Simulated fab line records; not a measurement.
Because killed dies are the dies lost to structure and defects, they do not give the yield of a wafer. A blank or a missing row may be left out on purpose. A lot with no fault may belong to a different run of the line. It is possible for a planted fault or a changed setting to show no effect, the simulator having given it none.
fab line records | flow nand-harc | part 1 of 2: steps 1 to 3 of 6
record: lots: 22 wafers: 66 last-day: 34
route steps=1302 shown A_STAIRCASE@831 A_SLIT@924
lots untouched by any fault: they come from a run of this same line in which no faults occurred
start-h: the number of hours between the record's first day and the start of the first shown wafer of the lot | wait-h: time in hours since the lot's previous step | " identical to the entry in the row above | L1.1+2: a single row standing in for several wafers | - either no value or no given start | * or withheld: withheld | < > ~ a bound
route shown NAME@n: names a module that has steps shown in the file, with the first one's number in the route | usual: mean/standard deviation of fault-free wafers | same: alike in all rows | chamber/n: place in a boat | sites: each site's reading | _std_site: the standard deviation of these | _edge_site: inner sites' mean taken away from outer sites' mean | radius-mm: how far each site lies from the wafer's centre | mask NAME#n: copy n | behind: the most recent tool/chamber to have shaped the wafer | hold: why the lot was held/for how many hours/how that ended | device: whichever transistor did not switch (one of n, p or np) | end of line: the tests these same wafers got at the end of their route | where a step has no rows: the recipe by itself | killed: the dies lost at the first sort to structure and to defects; this is not the yield of the wafer | map: a wafer's dies, x killed, . not, _ none there
set.NAME: the setting the step ran with; set.NAME@STEP: the setting that earlier step ran with | model.NAME: the simulator's own value behind a step, which no gauge read
a sample of lots followed through the steps of the route, with each step as a table and each wafer as a row
services: from which hour (start-h, from the record's first day; less than 0 if before it) a tool's chamber was out of use, for how many hours, and why
== steps ==
step: NHARC_A_STAIRCASE_ETCH_313
recipe: cf4-flow-sccm: 100 chf3-flow-sccm: 30 ar-flow-sccm: 0 rf-w: 500 bias-w: 200 chemistry: CF4/CHF3
usual: drypump-motor-current-A: 5.6/0.43 oes-product-au: 0.934/0.019 rf-fwd-power-W: 497.3/1.7 rf-vpp-V: 370.3/2.6 showerhead-plenum-p-Torr: 1.56/0.073 throttle-valve-pct: 16.803/0.0094
columns lot.wafer tool chamber start-h wait-h drypump-motor-current-A oes-product-au rf-fwd-power-W rf-hours-counter-h rf-vpp-V showerhead-plenum-p-Torr throttle-valve-pct
L074.1 rie-diel-02 2 407.34 0.1 6.0 0.956 495.1 1 369.6 1.56 16.787
L074.4 " 3 " " 5.2 0.934 498.2 1 372.7 1.67 16.805
L074.6 " 1 " " 5.2 0.985 496.9 - 372.4 1.67 16.828
L075.2 rie-diel-07 3 414.37 0.1 6.2 0.928 497.3 33 369.6 1.59 16.790
L075.5 " 3 " " 6.2 0.924 496.1 - 373.3 1.59 16.815
L075.6 " 0 " " 5.8 0.902 499.4 - 367.5 1.50 16.794
L076.1 rie-diel-02 1 415.49 0.1 5.2 0.967 497.5 4 375.6 1.67 16.798
L076.2 " 2 " " 6.0 0.973 496.7 4 369.7 1.56 16.795
L076.5 " 3 " " 5.2 0.964 497.7 - 374.1 1.67 16.802
L079.2 rie-diel-07 3 434.13 0.1 6.2 0.931 500.9 38 371.0 1.59 16.805
L079.4 " 1 " " 5.8 0.931 499.4 41 370.3 1.58 16.819
L079.5 " 0 " " 5.8 0.926 497.1 - 367.9 1.50 16.805
L078.3 rie-diel-07 2 435.64 0.1 6.0 0.918 499.3 43 367.3 1.48 16.805
L078.6 " 1 " " 5.8 0.920 499.0 - 370.6 1.58 16.813
L078.5 " 2 " " 6.0 0.929 496.4 - 368.4 1.48 16.810
L080.4 rie-diel-10 2 446.16 0.1 4.8 0.981 498.9 2 369.1 1.51 16.820
L080.5 " 3 " " 5.0 0.964 496.0 - 367.8 1.52 16.802
L080.6 " 0 " " 6.0 0.971 494.3 - 374.3 1.68 16.813
L081.2 rie-diel-07 1 447.69 0.1 5.8 0.925 497.7 43 371.5 1.58 16.796
L081.6 " 3 " " 6.2 0.926 497.9 - 371.2 1.59 16.804
L081.5 " 0 " " 5.8 0.922 496.6 - 369.7 1.50 16.822
L082.2 rie-diel-02 3 477.00 0.1 5.2 0.914 499.8 25 373.2 1.67 16.800
L082.1 " 0 " " 5.2 0.936 497.2 13 372.1 1.61 16.802
L082.4 " 0 " " 5.2 0.942 497.3 - 371.4 1.61 16.800
L083.3 rie-diel-07 1 491.20 0.1 5.8 0.946 497.7 3 368.8 1.57 16.811
L083.1 " 3 " " 6.2 0.926 496.7 3 371.4 1.59 16.797
L083.2 " 0 " " 5.8 0.929 498.6 3 367.3 1.49 16.798
L085.1 rie-diel-07 3 494.54 0.1 6.2 0.961 498.2 4 370.5 1.59 16.806
L085.3 " 0 " " 5.8 0.970 495.5 4 369.2 1.49 16.800
L085.4 " 1 " " 5.8 0.961 496.2 5 369.6 1.57 16.808
L084.3 rie-diel-07 2 496.51 0.1 6.0 0.932 497.6 5 367.3 1.48 16.811
L084.2 " 3 " " 6.3 0.909 497.8 5 373.0 1.58 16.801
L084.6 " 1 " " 5.8 0.926 496.8 - 370.6 1.57 16.809
L086.1 rie-diel-02 2 505.92 0.1 6.0 0.899 497.1 39 368.3 1.55 16.799
L086.2 " 3 " " 5.2 0.918 496.9 37 373.3 1.66 16.814
L086.5 " 2 " " 6.0 0.912 497.5 - 369.1 1.55 16.793
L087.1 rie-diel-07 2 517.50 0.1 5.9 0.927 498.4 9 368.4 1.47 16.801
L087.5 " 0 " " 5.8 0.906 497.9 - 367.1 1.49 16.812
L087.6 " 1 " " 5.8 0.917 498.4 - 371.2 1.57 16.817
L089.4 rie-diel-10 3 531.74 0.1 5.0 0.929 499.1 30 369.1 1.51 16.791
L089.2 " 2 " " 4.8 0.925 496.4 29 368.0 1.51 16.806
L089.6 " 0 " " 6.0 0.942 497.0 - 375.7 1.67 16.802
L088.1 rie-diel-10 1 534.39 0.1 5.9 0.941 498.6 35 367.1 1.47 16.819
L088.5 " 1 " " 5.9 0.930 497.3 - 367.2 1.47 16.791
L088.6 " 2 " " 4.8 0.919 495.6 - 368.9 1.51 16.806
L090.1 rie-diel-10 0 564.99 0.1 6.0 0.945 497.0 48 375.2 1.67 16.791
L090.4 " 1 " " 6.0 0.933 500.5 47 366.6 1.46 16.804
L090.5 " 0 " " 6.0 0.935 495.7 - 373.2 1.67 16.785
L091.1 rie-diel-10 3 579.12 0.3 5.0 0.921 495.5 52 369.4 1.50 16.801
L091.3 " 1 " " 6.0 0.938 499.5 53 366.0 1.46 16.783
L091.2 " 2 " " 4.8 0.933 495.9 50 366.4 1.50 16.801
L092.4 rie-diel-10 1 579.26 0.3 5.9 0.925 497.7 53 368.2 1.46 16.800
L092.3 " 2 " " 4.8 0.930 496.2 51 368.3 1.50 16.802
L092.1 " 0 " " 6.0 0.935 496.6 55 373.5 1.67 16.814
L093.1 rie-diel-10 2 583.41 0.1 4.8 0.929 496.9 53 369.3 1.50 16.801
L093.2 " 0 " " 6.0 0.944 495.1 57 374.0 1.67 16.811
L093.4 " 1 " " 5.9 0.927 498.6 - 366.4 1.46 16.817
L094.1 rie-diel-07 0 585.36 0.1 5.8 0.907 497.0 31 367.6 1.49 16.799
L094.2 " 1 " " 5.8 0.910 499.0 34 368.0 1.56 16.802
L094.5 " 0 " " 5.8 0.915 493.3 - 368.9 1.49 16.799
L095.4 rie-diel-10 0 610.17 0.1 6.0 0.941 495.6 2 372.1 1.67 16.810
L095.3 " 2 " " 4.8 0.952 494.9 2 368.6 1.50 16.811
L095.6 " 0 " " 6.0 0.932 495.5 - 374.8 1.67 16.812
L096.2 rie-diel-02 0 621.56 0.1 5.3 0.933 500.0 13 371.5 1.60 16.821
L096.1 " 1 " " 5.2 0.909 496.2 16 373.3 1.65 16.820
L096.6 " 3 " " 5.2 0.906 498.3 - 373.7 1.66 16.805
step: NHARC_A_STAIRCASE_ALD_415
recipe: target-thk-a: 300 pulse-time-s: 6 ald-cycles: 300 temp-c: 300 material: SiO2
usual: heater-power-w: 487/35 precursor-pulse-height-rel: 0.998/0.019
columns lot.wafer tool chamber start-h wait-h heater-power-w precursor-pulse-height-rel
L074.4 ald-hk-01 3 409.42 0.3 452 0.981
L074.1 " 1 " " 456 0.976
L074.6 " 3 " " 445 0.989
L075.2 ald-hk-03 1 416.14 0.1 440 0.996
L075.5 " 1 " " 420 0.970
L075.6 " 2 " " 508 1.040
L076.2 ald-hk-01 0 417.71 0.5 519 0.998
L076.1 " 1 " " 448 1.006
L076.5 " 3 " " 445 1.014
L079.2 ald-hk-02 0 436.13 0.3 547 1.029
L079.4 " 2 " " 490 0.992
L079.5 " 3 " " 426 0.988
L078.3 ald-hk-01 0 438.15 0.8 521 1.018
L078.6 " 1 " " 453 1.006
L078.5 " 2 " " 479 0.980
L080.4 ald-hk-01 3 448.70 0.8 450 0.992
L080.5 " 2 " " 500 1.024
L080.6 " 3 " " 451 1.051
L081.2 ald-hk-02 2 449.67 0.3 491 0.997
L081.5 " 1 " " 522 0.979
L081.6 " 2 " " 502 0.995
L082.1 ald-hk-02 1 479.71 0.1 503 1.005
L082.2 " 2 " " 503 0.988
L082.4 " 3 " " 413 0.985
L083.3 ald-hk-03 2 493.37 0.1 525 0.983
L083.1 " 0 " " 457 0.996
L083.2 " 1 " " 437 1.006
L085.1 ald-hk-03 0 496.59 0.3 449 0.988
L085.3 " 1 " " 427 0.996
L085.4 " 2 " " 509 0.998
L084.3 ald-hk-01 1 498.28 0.1 474 1.000
L084.2 " 2 " " 528 0.984
L084.6 " 2 " " 522 1.017
L086.2 ald-hk-03 1 508.05 0.1 438 0.971
L086.1 " 3 " " 481 1.020
L086.5 " 2 " " 514 1.031
L087.1 ald-hk-02 3 519.93 0.7 417 0.966
L087.6 " 0 " " 542 0.974
L087.5 " 1 " " 506 1.025
L089.4 ald-hk-02 0 536.00 2.5 552 1.003
L089.2 " 3 " " 407 0.997
L089.6 " 0 " " 549 0.995
L088.1 ald-hk-01 0 539.32 0.3 485 0.994
L088.6 " 3 " " 481 0.981
L088.5 " 0 " " 496 1.018
L090.1 ald-hk-02 1 567.00 0.3 499 0.997
L090.4 " 2 " " 494 0.997
L090.5 " 1 " " 490 1.008
L091.1 ald-hk-02 0 581.45 0.1 555 0.976
L091.3 " 1 " " 482 0.989
L091.2 " 3 " " 405 1.040
L092.1 ald-hk-01 3 581.93 0.3 479 1.038
L092.3 " 0 " " 497 0.998
L092.4 " 1 " " 487 0.979
L093.4 ald-hk-01 1 585.47 0.1 494 1.002
L093.1 " 2 " " 536 1.029
L093.2 " 3 " " 474 1.010
L094.2 ald-hk-01 0 587.20 0.1 487 1.011
L094.1 " 2 " " 523 0.989
L094.5 " 0 " " 490 1.002
L095.4 ald-hk-01 3 612.03 0.1 484 1.010
L095.3 " 1 " " 479 1.015
L095.6 " 3 " " 477 1.026
L096.1 ald-hk-03 3 623.49 0.1 502 1.002
L096.2 " 0 " " 446 0.993
L096.6 " 3 " " 509 1.035
step: NHARC_A_STAIRCASE_STRIP_476
recipe: time-s: 20 o2-flow-sccm: 500 ar-flow-sccm: 0 bias-w: 0 chemistry: O2
usual: drypump-motor-current-A: 5.7/0.43 o2-flow-sccm: 500.2/1.6 oes-product-au: 0.999/0.0099 rf-vpp-V: 57.6/0.81 showerhead-plenum-p-Torr: 3.46/0.15 throttle-valve-pct: 17.037/0.0087
columns lot.wafer tool chamber start-h wait-h drypump-motor-current-A o2-flow-sccm oes-product-au rf-hours-counter-h rf-vpp-V showerhead-plenum-p-Torr throttle-valve-pct
L074.4 rie-diel-07 2 411.36 0.1 5.9 498.7 0.994 37 57.7 3.33 17.037
L074.1 " 0 " " 5.8 500.6 0.978 31 57.6 3.36 17.046
L074.6 " 1 " " 5.8 498.8 0.989 - 59.2 3.54 17.052
L075.2 rie-diel-07 0 418.32 0.1 5.8 502.9 0.990 32 58.3 3.36 17.037
L075.6 " 3 " " 6.3 499.9 1.011 - 58.5 3.57 17.031
L075.5 " 0 " " 5.8 501.1 1.010 - 58.5 3.36 17.046
L076.2 rie-diel-07 1 420.83 0.1 5.8 502.3 0.995 38 57.7 3.54 17.022
L076.1 " 3 " " 6.3 498.1 1.004 35 56.9 3.57 17.032
L076.5 " 2 " " 5.9 499.5 1.008 - 58.0 3.32 17.024
L079.2 rie-diel-07 3 438.08 0.1 6.3 499.7 1.001 39 58.0 3.56 17.024
L079.4 " 1 " " 5.8 501.5 1.006 42 57.6 3.53 17.035
L079.5 " 2 " " 5.9 501.6 1.014 - 55.6 3.32 17.022
L078.3 rie-diel-10 1 439.64 0.1 5.9 501.9 1.004 2 57.7 3.31 17.037
L078.6 " 3 " " 5.0 500.2 1.003 - 58.3 3.40 17.036
L078.5 " 0 " " 6.0 498.6 1.020 - 58.8 3.77 17.022
L080.4 rie-diel-10 2 452.76 0.2 4.8 496.6 1.011 5 57.1 3.40 17.034
L080.5 " 0 " " 6.0 501.9 1.009 - 59.5 3.76 17.033
L080.6 " 1 " " 6.0 501.0 0.999 - 56.7 3.30 17.027
L081.2 rie-diel-10 2 452.90 0.2 4.8 499.8 1.018 5 57.8 3.40 17.040
L081.6 " 2 " " 4.8 500.0 1.011 - 58.6 3.40 17.034
L081.5 " 3 " " 5.0 501.6 0.986 - 57.3 3.40 17.011
L082.1 rie-diel-07 2 483.30 0.1 6.0 503.3 1.002 1 57.6 3.31 17.034
L082.2 " 3 " " 6.3 498.0 0.984 1 57.9 3.56 17.038
L082.4 " 1 " " 5.8 501.3 0.996 1 58.9 3.53 17.037
L083.1 rie-diel-02 3 495.52 0.1 5.2 500.4 0.989 36 57.2 3.73 17.039
L083.2 " 0 " " 5.3 499.5 1.002 21 57.6 3.61 17.036
L083.3 " 2 " " 6.0 500.6 0.985 38 59.6 3.47 17.051
L085.1 rie-diel-10 1 498.51 0.1 6.0 500.2 1.005 27 56.7 3.29 17.020
L085.4 " 3 " " 5.0 500.8 0.987 23 56.9 3.39 17.046
L085.3 " 0 " " 6.0 501.4 1.012 28 58.7 3.75 17.040
L084.2 rie-diel-10 1 500.48 0.1 5.9 499.6 0.998 27 56.2 3.29 17.033
L084.3 " 3 " " 5.0 499.2 0.990 23 58.2 3.39 17.032
L084.6 " 1 " " 6.0 498.5 0.998 - 56.8 3.29 17.036
L086.1 rie-diel-07 1 510.23 0.1 5.8 498.2 0.991 7 56.7 3.52 17.028
L086.2 " 2 " " 5.9 499.8 1.009 7 56.6 3.31 17.039
L086.5 " 1 " " 5.8 500.7 0.995 - 58.4 3.52 17.027
L087.1 rie-diel-07 3 521.40 0.1 6.3 502.4 0.996 9 58.1 3.55 17.039
L087.6 " 2 " " 5.9 499.8 0.999 - 56.5 3.31 17.041
L087.5 " 3 " " 6.2 500.6 0.999 - 59.1 3.55 17.021
L089.4 rie-diel-07 2 538.19 0.1 6.0 500.3 1.005 19 57.0 3.30 17.032
L089.2 " 3 " " 6.2 498.4 0.991 9 57.9 3.55 17.030
L089.6 " 2 " " 6.0 498.7 1.011 - 56.2 3.30 17.041
L088.1 rie-diel-10 2 541.37 0.1 4.8 502.2 1.008 36 57.2 3.38 17.038
L088.6 " 1 " " 5.9 500.2 1.014 - 58.0 3.29 17.025
L088.5 " 2 " " 4.8 500.4 1.000 - 57.9 3.38 17.036
L090.1 rie-diel-07 0 568.91 0.1 5.8 497.4 0.985 25 57.2 3.34 17.034
L090.4 " 1 " " 5.8 499.3 0.984 29 57.9 3.51 17.043
L090.5 " 2 " " 5.9 500.5 1.016 - 57.5 3.30 17.035
L091.1 rie-diel-07 1 583.62 0.1 5.8 499.3 0.994 34 56.3 3.51 17.048
L091.3 " 2 " " 5.9 503.7 0.998 34 56.6 3.30 17.046
L091.2 " 0 " " 5.8 502.3 0.993 30 57.5 3.33 17.048
L092.4 rie-diel-02 1 583.88 0.1 5.2 500.6 1.001 1 58.3 3.71 17.026
L092.3 " 2 " " 6.0 501.5 0.995 1 57.7 3.46 17.042
L092.1 " 3 " " 5.3 499.3 0.998 1 57.9 3.72 17.035
L093.4 rie-diel-10 1 587.63 0.1 5.9 502.1 1.011 57 57.1 3.28 17.030
L093.2 " 3 " " 5.0 501.1 0.999 54 56.4 3.37 17.045
L093.1 " 0 " " 6.0 497.9 1.014 59 58.7 3.73 17.049
L094.2 rie-diel-07 3 589.37 0.1 6.2 500.2 0.983 25 58.1 3.54 17.029
L094.1 " 1 " " 5.8 500.8 0.992 35 59.1 3.51 17.050
L094.5 " 3 " " 6.2 502.3 0.975 - 57.6 3.54 17.045
L095.4 rie-diel-07 2 614.22 0.1 5.9 498.5 1.003 41 57.6 3.29 17.021
L095.3 " 1 " " 5.8 500.3 0.998 40 57.6 3.50 17.029
L095.6 " 2 " " 6.0 500.3 1.004 - 57.0 3.29 17.023
L096.1 rie-diel-07 0 625.66 0.1 5.8 500.0 0.991 43 56.7 3.33 17.036
L096.2 " 1 " " 5.8 500.1 1.006 44 58.6 3.50 17.035
L096.6 " 3 " " 6.2 499.9 0.986 - 59.0 3.54 17.032
